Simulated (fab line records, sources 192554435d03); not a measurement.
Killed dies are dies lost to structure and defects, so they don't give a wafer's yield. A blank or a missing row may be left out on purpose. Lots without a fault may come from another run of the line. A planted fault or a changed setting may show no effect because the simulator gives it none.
Which tool did it? | flow n5_finfet | 10 lots, 30 wafers sampled, at 5 steps of a route of 1938

WHAT THE GAUGES READ, wafer by wafer
N5_BEOL_M4_RC_MEAS_101.
lot  | measured     | on        | DIBL_N (mV/V)  | DIBL_P (mV/V)  | IOFF_N (nA/um) | IOFF_P (nA/um) | ION_N (uA/um) | ION_P (uA/um) | SS_N (mV/dec)  | SS_P (mV/dec)  | VT_N (mV)   | VT_P (mV)
L972 | day 8 10:58  | prober-01 | 39.7 36.8 35.2 | 40.5 36.0 35.4 | 0.22 0.15 0.14 | 0.25 0.18 0.17 | 690 654 673   | 461 450 455   | 72.7 71.7 72.3 | 73.3 73.0 72.4 | 246 254 251 | -250 -252 -254
L976 | day 9 01:04  | prober-01 | 40.0 39.1 39.4 | 41.2 40.7 40.5 | 0.26 0.24 0.25 | 0.27 0.27 0.26 | 691 691 693   | 465 464 459   | 73.4 72.2 71.5 | 74.2 73.8 74.7 | 246 245 247 | -250 -249 -249
L977 | day 9 17:16  | prober-01 | 37.4 36.9 35.6 | 40.0 38.2 36.7 | 0.20 0.19 0.16 | 0.25 0.23 0.20 | 686 676 679   | 475 465 457   | 72.4 72.2 71.0 | 73.3 74.3 73.1 | 244 249 251 | -247 -250 -250
L978 | day 9 20:22  | prober-01 | 35.6 35.2 36.8 | 35.4 34.8 37.2 | 0.15 0.15 0.17 | 0.22 0.21 0.24 | 672 685 679   | 471 475 474   | 70.9 71.3 70.8 | 73.2 72.8 73.7 | 252 249 248 | -246 -247 -247
L983 | day 11 06:01 | prober-01 | 38.0 33.4 35.4 | 38.1 33.2 34.7 | 0.18 0.11 0.14 | 0.26 0.19 0.20 | 671 660 677   | 472 463 464   | 71.6 70.6 70.8 | 73.5 72.5 72.5 | 247 254 252 | -246 -251 -247
L984 | day 11 11:01 | prober-01 | 39.5 37.4 37.2 | 39.7 37.8 36.9 | 0.22 0.18 0.17 | 0.22 0.20 0.18 | 687 682 677   | 455 457 448   | 71.6 72.3 72.1 | 74.3 73.8 73.4 | 245 249 251 | -256 -253 -255
L986 | day 12 00:20 | prober-01 | 40.5 38.5 37.3 | 39.0 37.2 35.0 | 0.22 0.19 0.15 | 0.26 0.23 0.20 | 682 686 665   | 466 472 460   | 72.9 70.8 70.8 | 73.8 73.6 72.8 | 247 245 253 | -248 -249 -251
L993 | day 13 12:39 | prober-02 | 36.7 37.6 36.4 | 38.0 39.6 37.7 | 0.19 0.22 0.18 | 0.22 0.26 0.22 | 684 690 685   | 462 462 462   | 71.4 72.2 72.3 | 73.8 73.6 73.1 | 247 247 248 | -250 -249 -250
L994 | day 13 13:22 | prober-01 | 37.2 37.0 35.9 | 40.0 39.2 37.1 | 0.18 0.17 0.14 | 0.22 0.20 0.17 | 668 673 655   | 452 461 445   | 72.0 72.1 72.4 | 74.4 73.6 73.8 | 250 250 254 | -251 -255 -255
L995 | day 13 22:26 | prober-02 | 35.6 33.3 37.0 | 36.9 32.9 37.7 | 0.16 0.11 0.18 | 0.19 0.15 0.22 | 669 655 678   | 460 453 459   | 71.8 71.8 72.6 | 73.2 73.2 73.6 | 251 257 248 | -253 -255 -250

WHICH TOOL RAN EACH LOT (tool, then ch and the chambers of the sampled wafers, then the start)
lot  | N5_BEOL_M2_SPUTTER_79        | N5_BEOL_M2_ANNEAL_91         | N5_BEOL_M2_ANNEAL_93         | N5_BEOL_M2_ANNEAL_51
L972 | pvd_sputter-03, day 7 04:08  | pvd_sputter-03, day 7 05:05  | pvd_sputter-03, day 7 05:19  | rtp_anneal-02 ch 0, day 7 05:55
L976 | pvd_sputter-01, day 7 22:00  | pvd_sputter-01, day 7 22:58  | pvd_sputter-01, day 7 23:11  | rtp_anneal-01 ch 0, day 7 23:47
L977 | pvd_sputter-02, day 8 15:44  | pvd_sputter-02, day 8 16:42  | pvd_sputter-02, day 8 16:55  | rtp_anneal-02 ch 0, day 8 17:29
L978 | pvd_sputter-01, day 8 15:58  | pvd_sputter-01, day 8 16:55  | pvd_sputter-01, day 8 17:08  | rtp_anneal-02 ch 0, day 8 17:45
L983 | pvd_sputter-03, day 9 20:24  | pvd_sputter-03, day 9 21:22  | pvd_sputter-03, day 9 21:35  | rtp_anneal-02 ch 0, day 9 22:14
L984 | pvd_sputter-02, day 10 00:48 | pvd_sputter-02, day 10 01:46 | pvd_sputter-02, day 10 01:59 | rtp_anneal-02 ch 0, day 10 02:37
L986 | pvd_sputter-02, day 10 19:20 | pvd_sputter-02, day 10 20:18 | pvd_sputter-02, day 10 20:31 | rtp_anneal-01 ch 0, day 10 21:05
L993 | pvd_sputter-02, day 12 01:55 | pvd_sputter-02, day 12 02:53 | pvd_sputter-02, day 12 03:06 | rtp_anneal-01 ch 0, day 12 03:52
L994 | pvd_sputter-01, day 12 09:35 | pvd_sputter-01, day 12 10:33 | pvd_sputter-01, day 12 10:46 | rtp_anneal-01 ch 0, day 12 11:22
L995 | pvd_sputter-02, day 12 16:28 | pvd_sputter-02, day 12 17:25 | pvd_sputter-02, day 12 17:38 | rtp_anneal-02 ch 0, day 12 18:17
- N5_BEOL_M2_SPUTTER_79: material Cu, target thk 4.5 nm, time 8.29 s.
- N5_BEOL_M2_ANNEAL_91: time 240 s.
- N5_BEOL_M2_ANNEAL_93: time 240 s.
- N5_BEOL_M2_ANNEAL_51: time 90 s.

WHAT THE TOOLS THEMSELVES READ (means of the sampled wafers that have a number; where no wafer has one, the mark that the record gives instead)
N5_BEOL_M2_SPUTTER_79.
lot  | tool           | throttle_valve_pct (%)
L972 | pvd_sputter-03 | 30.8
L976 | pvd_sputter-01 | 29.7
L977 | pvd_sputter-02 | 29.1
L978 | pvd_sputter-01 | 29.7
L983 | pvd_sputter-03 | 30.2
L984 | pvd_sputter-02 | 29.8
L986 | pvd_sputter-02 | 29.1
L993 | pvd_sputter-02 | 29.2
L994 | pvd_sputter-01 | 29.3
L995 | pvd_sputter-02 | 29.5

N5_BEOL_M2_ANNEAL_91.
lot  | tool           | heater_power_w (W) | susceptor_temp_C (C)
L972 | pvd_sputter-03 | 842                | 399.57
L976 | pvd_sputter-01 | 869                | 399.97
L977 | pvd_sputter-02 | 929                | 400.10
L978 | pvd_sputter-01 | 849                | 399.69
L983 | pvd_sputter-03 | 830                | 399.95
L984 | pvd_sputter-02 | 866                | 399.94
L986 | pvd_sputter-02 | 930                | 399.93
L993 | pvd_sputter-02 | 929                | 400.07
L994 | pvd_sputter-01 | 822                | 399.89
L995 | pvd_sputter-02 | 799                | 399.83

N5_BEOL_M2_ANNEAL_93.
lot  | tool           | heater_power_w (W) | susceptor_temp_C (C)
L972 | pvd_sputter-03 | 844                | 400.04
L976 | pvd_sputter-01 | 872                | 399.85
L977 | pvd_sputter-02 | 919                | 399.99
L978 | pvd_sputter-01 | 829                | 400.17
L983 | pvd_sputter-03 | -                  | -
L984 | pvd_sputter-02 | -                  | -
L986 | pvd_sputter-02 | -                  | -
L993 | pvd_sputter-02 | 940                | 400.11
L994 | pvd_sputter-01 | 821                | 400.04
L995 | pvd_sputter-02 | 783                | 399.83

N5_BEOL_M2_ANNEAL_51.
lot  | tool          | anneal_temp_c (C) | anneal_temp_c_max | wafer_temp_C_max
L972 | rtp_anneal-02 | 225.20            | 225.86            | 226.2
L976 | rtp_anneal-01 | 225.08            | 225.89            | 226.7
L977 | rtp_anneal-02 | 225.06            | 225.69            | 226.0
L978 | rtp_anneal-02 | 224.78            | 225.43            | 226.1
L983 | rtp_anneal-02 | 224.77            | 225.37            | 226.3
L984 | rtp_anneal-02 | 225.01            | 225.57            | 226.3
L986 | rtp_anneal-01 | 225.28            | 226.05            | 226.6
L993 | rtp_anneal-01 | 224.95            | 225.96            | 226.8
L994 | rtp_anneal-01 | 224.95            | 225.88            | 226.5
L995 | rtp_anneal-02 | 224.88            | 225.69            | 226.4

THE ANSWER, worked out from the rows above alone
Rule: what is usual is taken from the lots themselves. Put in order of their means at a reading, lots are off if they are a third of the lots or fewer, leave a main group of 4 or more, and stand apart from it by a gap of 3 or more times the standard deviation of the main group's means; of several such gaps the widest counts. A main group whose means are all the same, to the digits that the tables above print for the reading, isn't used. A lot without any number at a reading at which 4 lots or more have one is off too. The other lots that the step has rows for count as sound. The gauges are gone through in route order, then the tools' own readings, and for those a lot's mean is taken as printed above. The first step at which some lot is off is used, and at that step the reading that is off furthest; a lot without a number counts as furthest.
Off: L983, L984, L986, at N5_BEOL_M2_ANNEAL_93 (heater_power_w). Without a number there: L983, L984, L986. The main group: mean 858 W, standard deviation 52.
A tool fits if, at that step or a process step before it, it ran every lot that is off, and no sound lot after the first of them. None of those tried fits.

WHAT THE SIMULATOR HAD PUT IN
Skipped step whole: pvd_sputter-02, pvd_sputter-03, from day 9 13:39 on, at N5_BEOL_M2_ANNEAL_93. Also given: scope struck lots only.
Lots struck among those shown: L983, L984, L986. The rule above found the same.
